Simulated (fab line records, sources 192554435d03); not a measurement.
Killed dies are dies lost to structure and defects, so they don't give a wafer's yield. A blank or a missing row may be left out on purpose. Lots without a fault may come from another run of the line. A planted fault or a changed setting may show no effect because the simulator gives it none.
Chamber matching | flow n5_finfet | N5_DUMMY_GATE_ALD_02 on ald_sin-04: 4 sister chambers
The step deposits SiO2, target thk 2 nm, pulse time 1 s. 4 wafers are shown with their chamber, then 12 later ones without.

WAFERS WITH THEIR CHAMBER
wafer  | chamber | heater_power_w (W)
L084.6 | 3       | 506
L085.1 | 2       | 453
L085.4 | 0       | 488
L085.5 | 1       | 471

WAFERS WITHOUT THEIR CHAMBER
wafer  | heater_power_w (W)
L087.1 | 450
L087.5 | 502
L087.6 | 479
L090.4 | 490
L090.5 | 465
L090.6 | 468
L095.1 | 479
L095.3 | 501
L095.5 | 488
L097.1 | 484
L097.3 | 510
L097.5 | 461

WHICH CHAMBER EACH WENT THROUGH
wafer  | from the rows above     | in truth
L087.1 | 2                       | 2
L087.5 | can't be placed: 3 or 0 | 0
L087.6 | can't be placed: 1 or 0 | 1
L090.4 | 0                       | 0
L090.5 | can't be placed: 1 or 2 | 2
L090.6 | 1                       | 1
L095.1 | can't be placed: 1 or 0 | 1
L095.3 | can't be placed: 3 or 0 | 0
L095.5 | 0                       | 0
L097.1 | can't be placed: 0 or 1 | 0
L097.3 | 3                       | 3
L097.5 | can't be placed: 2 or 1 | 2
Placed correctly: 5 of 12. Can't be placed from these rows: 7 (the true chamber is among the candidates in 7). Placed wrongly: 0.
How it was worked out, from the rows above alone: a wafer's distance from a chamber is the root of the sum, over the readings, of the square of ((its reading less the chamber's mean) divided by the reading's scatter). The wafer belongs to the nearest chamber; if the next one is less than 2 further off, it can't be placed. A chamber's mean is the mean of its shown wafers. The scatter: with one shown wafer a chamber, the root of the mean of the squares of how far each hidden wafer lies from its nearest shown one.
